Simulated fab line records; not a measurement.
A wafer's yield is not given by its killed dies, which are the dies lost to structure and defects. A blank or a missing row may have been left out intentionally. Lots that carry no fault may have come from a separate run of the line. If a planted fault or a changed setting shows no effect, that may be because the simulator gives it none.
Lot-split experiment    flow n5 finfet    on a route of 1938 steps: 7 lots, 21 wafers read

## THE SPLIT
At N5_SD_EPI_P_EPI_21 (deposits SiGe:B, time 355 s), the setting epi growth time s was moved away from the recipe's 355 s on 9 of the 21 wafers read, by -6.9% to -4.6%. All remaining wafers had this setting at the recipe value.

## FROM THE SPLIT TO THE READING: what the file shows between them, 2 steps
- N5_SD_EPI_P_HM_STRIP_48: strips SiNx in H3PO4, material SiNx, target depth 3 nm
- N5_SD_EPI_P_SRD_49: time 30 s

## THE READING
SiGe-B_of_SD_EPI_P_EPI_21.thk nm (the simulator's own value, which no gauge read), in nm, at N5_SD_EPI_P_PRECLEAN_24 (cleans in O3/DIW, time 45 s). The file does not state a usual value for it. Average 61.1 nm, standard deviation 0.67 nm, over the 12 wafers here run with the recipe.

wafer   tool, chamber at the split  epi growth time s as run, s  against the recipe  SiGe-B_of_SD_EPI_P_EPI_21.thk nm, nm  against lot-mates on the recipe
L074.4  epi rpcvd-03, 0             355                          recipe              60.6                                  -
L074.6  epi rpcvd-03, 0             355                          recipe              60.6                                  -
L074.5  epi rpcvd-03, 0             355                          recipe              61                                    -
L075.2  epi rpcvd-03, 0             330.4                        -6.9%               57.2                                  -3.0
L075.3  epi rpcvd-03, 0             330.4                        -6.9%               57.2                                  -3.0
L075.6  epi rpcvd-03, 0             355                          recipe              60.2                                  -
L078.2  epi rpcvd-04, 0             330.6                        -6.9%               57.8                                  no lot-mate on the recipe
L078.4  epi rpcvd-04, 0             330.6                        -6.9%               58.2                                  no lot-mate on the recipe
L078.6  epi rpcvd-04, 0             330.6                        -6.9%               58                                    no lot-mate on the recipe
L080.1  epi rpcvd-01, 0             338.7                        -4.6%               59.8                                  -0.2
L080.4  epi rpcvd-01, 0             338.7                        -4.6%               59                                    -1.0
L080.5  epi rpcvd-01, 0             355                          recipe              60                                    -
L084.3  epi rpcvd-04, 0             355                          recipe              61.4                                  -
L084.4  epi rpcvd-04, 0             355                          recipe              61.2                                  -
L084.5  epi rpcvd-04, 0             355                          recipe              61.2                                  -
L088.1  epi rpcvd-04, 0             338.3                        -4.7%               59.2                                  -1.8
L088.3  epi rpcvd-04, 0             338.3                        -4.7%               58.8                                  -2.2
L088.4  epi rpcvd-04, 0             355                          recipe              61                                    -
L096.1  epi rpcvd-03, 0             355                          recipe              61.8                                  -
L096.2  epi rpcvd-03, 0             355                          recipe              61.8                                  -
L096.6  epi rpcvd-03, 0             355                          recipe              62.4                                  -

FIT RESULTS
A straight line over all 21 wafers: SiGe-B_of_SD_EPI_P_EPI_21.thk nm changes by +0.478 nm for each +1% of epi growth time s; r = +0.93; the points scatter about the line by 0.61 nm.
The same after taking each lot's own level away (the mean of its wafers on the recipe; 18 wafers): +0.369 nm for each +1%; r = +0.91; scatter 0.48 nm.
Per that fit: largest epi growth time s move, reading shift of 2.6 nm.
Measured against the standard deviation above, the lots' own levels, which go from 60.00 to 62.00 nm, span 3.0 times it.
In other words, the slope is changed by the lot-to-lot level; the two fits disagree.
Check: -2.33 nm against its lot-mates is what the line predicts for one of the wafers moved furthest among these (-6.9%) when that wafer is left out of the fit. It came out at -3 nm against them.

## FURTHER SPLITS ON THESE WAFERS
Before the reading, these wafers also passed through other splits. Each is held against what the fit with the lots' levels taken away leaves over:
other split on the same wafers         wafers away from the commonest value  r with SiGe-B_of_SD_EPI_P_EPI_21.thk nm (lot level and that fit taken away)
N5_WELL_APT_COAT_02 spin rpm           5                                     +0.19
N5_WELL_APT_PEB_23 peb temp c          12                                    -0.60
N5_WELL_APT_DEVELOP_24 develop time s  9                                     -0.25
N5_FIN_SAQP_SPACER1_ALD_24 temp c      11                                    -0.28
N5_FIN_CUT_COAT_29 spin rpm            6                                     +0.30
N5_FIN_CUT_ETCH_30 target depth a      3                                     +0.09
N5_DUMMY_GATE_EXPOSE_12 dose mj        12                                    +0.12
N5_SD_EPI_P_ETCH_16 target depth a     8                                     -0.16

## THE WHOLE CHAIN: every reading that the file lists as answering this split, in the file's order
step                     what it does                                            reading                                                                            change (the file's fit)                r (the file's)
N5_SD_EPI_P_EPI_21       deposits SiGe:B, time 355 s                             SiGe-B_of_SD_EPI_P_EPI_21.thk nm (the simulator's own value, which no gauge read)  +0.371 nm for each +1% of the setting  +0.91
N5_SD_EPI_P_HM_STRIP_48  strips SiNx in H3PO4, material SiNx, target depth 3 nm  SiGe-B_of_SD_EPI_P_EPI_21.thk nm (the simulator's own value, which no gauge read)  +0.379 nm for each +1% of the setting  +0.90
N5_SD_EPI_P_PRECLEAN_24  cleans in O3/DIW, time 45 s                             SiGe-B_of_SD_EPI_P_EPI_21.thk nm (the simulator's own value, which no gauge read)  +0.361 nm for each +1% of the setting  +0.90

## FILE'S OWN FIT
SiGe-B_of_SD_EPI_P_EPI_21.thk nm changes by +0.361 nm for each +1% of epi growth time s, r = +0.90.
